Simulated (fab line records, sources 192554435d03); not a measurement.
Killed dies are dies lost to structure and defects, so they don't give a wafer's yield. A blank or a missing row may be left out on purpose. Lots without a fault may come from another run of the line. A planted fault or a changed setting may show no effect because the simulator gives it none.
fab line records | flow n5_finfet
record lots=11 wafers=32 last_day=18
route steps=1938 shown BEOL_M13@1710 BEOL_M14@1727
lots that met no fault: from a run of the same line without faults
start_h: hours from the record's first day to the start of the lot's first wafer shown | wait_h: hours since the lot's step before | " the same as in the row above | L1.1+2: a row that stands for several wafers | - no value, or no start given | * or withheld: withheld | < > ~ a bound
route shown NAME@n: a module of which the file shows steps, and the number in the route of the first | usual: mean/standard deviation of fault-free wafers | same: alike in all rows | chamber/n: place in a boat | sites: the reading at each site | _std_site: their standard deviation | _edge_site: outer sites' mean less inner sites' | radius_mm: how far each site lies from the wafer's centre | mask NAME#n: copy n | behind: the tool/chamber that last shaped the wafer | hold: why the lot was held/for how many hours/how that ended | device: the transistor (n, p or np) that didn't switch | end of line: the same wafers' tests at the end of the route | a step without rows: its recipe alone | killed: dies lost to structure and defects at the first sort, not the wafer's yield | map: a wafer's dies, x killed, . not, _ none there
set.NAME: the setting as run; set.NAME@STEP: as run at that earlier step | model.NAME: the simulator's own value behind a step, which no gauge read
steps of the route over a sample of lots; a table a step, a row a wafer
services: from which hour (start_h, from the record's first day; less than 0 if before it) a tool's chamber was out of use, for how many hours, and why
## steps
# step N5_BEOL_M13_CMP_49
# recipe stop_on=SiOC t_overpolish_s=17.1 down_force_psi=1 platen_rpm=50 clearing_platen_down_force_psi=1.5 clearing_platen_rpm=50 post_cmp_clean=cu_alkaline target_thk_nm=420 clearing_platen_pad_velocity_m_s=0.99484 pad_velocity_m_s=0.99484
# usual barrier_field_endpoint_s=30.2/0.74 head_pressure_psi=1.0004/0.0024 motor_current_A=6.0/0.82 overpolish_run_s=17.100/0.0088 slurry_filter_dp_kPa=13.50/0.13
# same t_overpolish_s=17.1
# columns lot.wafer tool chamber start_h wait_h barrier_field_endpoint_s head_pressure_psi motor_current_A overpolish_run_s slurry_filter_dp_kPa
L225.4 cmp-01 2 251.88 0.2 30.8 1.0061 6.3 17.098 13.37
L225.6 " 1 " " 31.0 0.9990 4.7 17.116 13.62
L225.5 " 2 " " 30.3 0.9991 6.8 17.102 13.49
L227.4 cmp-01 2 263.26 0.1 30.4 1.0013 6.7 17.106 13.07
L227.2 " 0 " " 29.9 0.9984 6.9 17.092 13.58
L227.6 " 3 " " 30.2 0.9981 5.4 17.095 13.88
L229.2 cmp-01 3 284.10 0.3 30.2 1.0021 5.6 17.075 13.51
L229.5 " 1 " " 30.4 1.0006 5.0 17.097 13.30
L229.6 " 2 " " 30.5 0.9996 6.7 17.103 13.42
L230.2 cmp-01 1 287.55 0.2 30.5 1.0023 5.1 17.108 13.60
L230.3 " 0 " " 30.6 1.0004 6.7 17.105 13.43
L230.5 " 1 " " 30.4 1.0028 4.7 17.095 13.53
L236.3 cmp-03 0 332.60 0.3 29.9 0.9986 5.0 17.094 13.70
L236.6 " 1 " " 30.9 0.9987 7.6 17.100 13.37
L236.5 " 2 " " 32.0 1.0015 6.6 17.103 13.50
L237.3 cmp-02 3 335.28 0.2 30.9 0.9980 5.7 17.086 13.52
L237.1 " 1 " " 30.1 0.9960 6.9 17.096 13.70
L238.3 cmp-03 3 339.71 0.2 29.9 0.9981 5.4 17.091 13.51
L238.1 " 1 " " 30.4 0.9962 6.7 17.111 13.66
L238.6 " 2 " " 30.7 0.9976 6.6 17.086 13.50
L239.2 cmp-02 2 350.19 0.3 29.2 1.0021 5.0 17.102 13.41
L239.3 " 3 " " 30.5 0.9996 5.5 17.108 13.70
L239.6 " 0 " " 29.9 0.9982 6.6 17.105 13.34
L244.2 cmp-01 2 381.36 0.3 31.8 1.0006 6.9 17.094 13.39
L244.1 " 3 " " 30.5 1.0021 5.3 17.100 13.44
L244.5 " 1 " " 31.0 0.9980 4.9 17.083 13.62
L245.1 cmp-03 3 386.15 0.3 30.1 1.0026 5.4 17.108 13.56
L245.3 " 1 " " 31.3 1.0007 7.0 17.111 13.36
L245.4 " 2 " " 32.3 1.0029 6.8 17.106 13.56
L246.2 cmp-01 3 397.21 0.3 29.5 1.0023 5.8 17.098 13.53
L246.1 " 0 " " 29.4 0.9992 6.9 17.095 13.57
L246.5 " 2 " " 30.4 0.9965 6.6 17.085 13.41
# step N5_BEOL_M13_RS_MEAS_54
# recipe thk_meas_gauge=four-point-probe reads=Cu_of_BEOL_M13_ECD_47+Ta_of_BEOL_M13_SPUTTER_44+TaN_of_BEOL_M13_SPUTTER_43
# usual M13_RS=0.0451/0.00063
# columns lot.wafer tool chamber start_h wait_h M13_RS[ohm/sq]
L225.4 film_metro-02 - 252.27 0.0 0.0462
L225.5 " - " " 0.0445
L225.6 " - " " 0.0458
L227.2 film_metro-02 - 263.69 0.1 0.0446
L227.4 " - " " 0.0445
L227.6 " - " " 0.0446
L229.2 film_metro-02 - 284.45 0.1 0.0460
L229.5 " - " " 0.0455
L229.6 " - " " 0.0445
L230.2 film_metro-01 - 287.97 0.1 0.0454
L230.3 " - " " 0.0451
L230.5 " - " " 0.0448
L236.3 film_metro-02 - 332.91 0.1 0.0449
L236.5 " - " " 0.0452
L236.6 " - " " 0.0447
L237.1 film_metro-01 - 335.67 0.0 0.0455
L237.3 " - " " 0.0453
L238.1 film_metro-02 - 340.10 0.0 0.0458
L238.3 " - " " 0.0454
L238.6 " - " " 0.0449
L239.2 film_metro-01 - 350.55 0.1 0.0445
L239.3 " - " " 0.0451
L239.6 " - " " 0.0429
L244.1 film_metro-01 - 381.74 0.0 0.0448
L244.2 " - " " 0.0446
L244.5 " - " " 0.0440
L245.1 film_metro-01 - 386.57 0.1 0.0453
L245.3 " - " " 0.0443
L245.4 " - " " 0.0446
L246.1 film_metro-01 - 397.59 0.1 0.0457
L246.2 " - " " 0.0447
L246.5 " - " " 0.0460
# step N5_BEOL_M14_OVL_MEAS_11
# recipe points_per_wafer=44
# usual V13_OVL=-2/6.9
# columns lot.wafer tool chamber start_h wait_h V13_OVL[nm]
L225.4 overlay-02 0 252.86 0.0 0
L225.5 " 0 " " 2
L225.6 " 0 " " -5
L227.2 overlay-01 0 264.29 0.0 -3
L227.4 " 0 " " 10
L227.6 " 0 " " 6
L229.2 overlay-01 0 285.04 0.0 1
L229.5 " 0 " " 3
L229.6 " 0 " " -13
L230.2 overlay-02 0 288.56 0.0 2
L230.3 " 0 " " -4
L230.5 " 0 " " -6
L236.3 overlay-02 0 333.60 0.0 -10
L236.5 " 0 " " -8
L236.6 " 0 " " -19
L237.1 overlay-01 0 336.26 0.0 -3
L237.3 " 0 " " -5
L238.1 overlay-01 0 340.90 0.0 1
L238.3 " 0 " " 2
L238.6 " 0 " " 2
L239.2 overlay-02 0 351.14 0.0 5
L239.3 " 0 " " 3
L239.6 " 0 " " 1
L244.1 overlay-01 0 382.33 0.0 -2
L244.2 " 0 " " 6
L244.5 " 0 " " -7
L245.1 overlay-01 0 387.16 0.0 8
L245.3 " 0 " " 2
L245.4 " 0 " " 13
L246.1 overlay-01 0 398.31 0.0 1
L246.2 " 0 " " 6
L246.5 " 0 " " 3
# step N5_BEOL_M14_ETCH_59
# recipe chemistry=N2/H2 target=BARC target_depth_a=890 overetch_a=267 time_s=67.9 ion_energy_ev=200 pressure_mtorr=30 source_w=840 bias_w=150 n2_flow_sccm=200 h2_flow_sccm=200
# usual drypump_motor_current_A=5.9/0.5 oes_product_au=0.70/0.075 rf_vpp_V=524.1/2.4 run_length_s=91.2/0.54 showerhead_plenum_p_Torr=2.55/0.089 throttle_valve_pct=17.82/0.15
# columns lot.wafer tool chamber start_h wait_h drypump_motor_current_A oes_product_au rf_hours_counter_h rf_vpp_V run_length_s showerhead_plenum_p_Torr throttle_valve_pct
L225.4 rie_diel-05 1 253.16 0.0 6.2 0.60 226 522.3 91.3 2.50 17.68
L225.5 " 2 " " 5.7 0.78 - 522.6 90.6 2.49 17.77
L225.6 " 1 " " 6.2 0.60 - 523.2 91.3 2.50 17.68
L227.2 rie_diel-01 3 264.38 0.0 5.9 0.72 53 523.5 90.4 2.59 17.97
L227.4 " 2 " " 4.8 0.62 223 525.5 91.9 2.61 18.06
L227.6 " 0 " " 5.6 0.77 - 528.7 91.5 2.71 17.82
L229.2 rie_diel-02 1 285.26 0.0 5.5 0.59 230 524.2 91.5 2.51 17.98
L229.5 " 3 " " 6.6 0.61 - 523.3 91.4 2.50 17.90
L229.6 " 2 " " 6.3 0.70 - 527.6 90.5 2.69 17.74
L230.2 rie_diel-01 3 288.65 0.0 5.9 0.72 61 525.8 90.6 2.58 17.98
L230.3 " 1 " " 6.5 0.82 9 521.7 90.6 2.49 17.77
L230.5 " 2 " " 4.8 0.61 - 525.8 91.6 2.61 18.07
L236.3 rie_diel-01 1 333.80 0.0 6.5 0.77 26 522.0 90.7 2.48 17.80
L236.5 " 1 " " 6.5 0.74 - 520.6 99.8 2.48 17.80
L236.6 " 2 " " 4.8 0.60 - 524.9 91.6 2.60 18.08
L237.1 rie_diel-01 2 336.35 0.0 4.8 0.56 248 526.6 100.6 2.60 18.08
L237.3 " 1 " " 6.5 0.78 26 522.1 90.8 2.48 17.79
L238.1 rie_diel-02 2 341.64 0.0 6.4 0.68 104 527.9 90.5 2.68 17.79
L238.3 " 3 " " 6.6 0.60 213 522.9 91.4 2.49 17.92
L238.6 " 0 " " 6.0 0.63 - 519.7 90.9 2.42 17.79
L239.2 rie_diel-05 2 351.25 0.0 5.7 0.75 61 522.5 91.0 2.48 17.84
L239.3 " 2 " " 5.7 0.74 - 522.1 91.4 2.48 17.82
L239.6 " 1 " " 6.2 0.84 - 522.1 91.3 2.49 17.36
L244.1 rie_diel-02 3 382.43 0.0 6.6 0.59 226 523.0 92.0 2.49 17.95
L244.2 " 2 " " 6.4 0.67 122 526.5 91.4 2.67 17.81
L244.5 " 0 " " 6.0 0.62 - 520.6 90.4 2.41 17.84
L245.1 rie_diel-05 2 387.25 0.0 5.7 0.73 76 521.7 90.7 2.47 17.85
L245.3 " 1 " " 6.2 0.79 17 524.0 92.1 2.48 17.38
L245.4 " 3 " " 5.5 0.66 125 528.4 92.0 2.65 17.78
L246.1 rie_diel-01 2 398.40 0.0 4.8 0.78 14 525.2 91.9 2.60 17.65
L246.2 " 3 " " 5.9 0.68 96 524.5 90.4 2.57 18.04
L246.5 " 2 " " 4.8 0.77 - 525.9 91.6 2.59 17.66
## services
# columns tool chamber start_h hours kind
cmp-01 - 229.35 2.4 repair
cmp-02 - 229.35 4.1 pm
cmp-02 - 233.66 4.0 pm
rie_diel-01 1 244.89 - clean
rie_diel-01 1 244.89 - consumable_replace:focus_ring
rie_diel-02 2 248.76 6.5 repair
rie_diel-01 - 253.57 0.8 repair
cmp-01 - 254.12 4.0 pm
cmp-01 - 258.12 - consumable_replace:conditioner
cmp-01 - 258.12 - consumable_replace:pad
cmp-03 - 269.54 1.4 repair
cmp-03 - 270.96 7.4 pm
cmp-01 - 289.24 5.8 pm
rie_diel-01 0 325.99 3.7 repair
rie_diel-01 - 335.81 0.4 repair
rie_diel-05 0 336.10 17.6 repair
cmp-01 - 342.73 0.2 repair
rie_diel-02 3 345.83 8.4 repair
cmp-02 - 383.90 14.9 pm
cmp-03 - 384.34 1.0 repair
cmp-01 - 388.03 4.4 repair
rie_diel-01 3 391.12 6.7 repair
cmp-03 - 395.55 4.0 pm
rie_diel-02 1 396.18 14.1 repair
## key
first_sign step=N5_BEOL_M14_ETCH_59 reading=run_length_s direction=up sigmas=17 usual=* struck=*
effect none on later readings
met_at N5_BEOL_M14_ETCH_59
struck_lots L236,L237
struck_wafers L236.5,L237.1
not_acting_at N5_BEOL_M13_CMP_49,N5_BEOL_M13_RS_MEAS_54,N5_BEOL_M14_OVL_MEAS_11
onset_between 288.65 333.80
fault kind=process_parameter_drift tool=rie_diel-01 chamber=- onset_h=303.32 steps=N5_BEOL_M14_ETCH_59 channel=time_s offset=* shape=step end_h=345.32 scope=struck_wafers_only acts_in=* stated=*
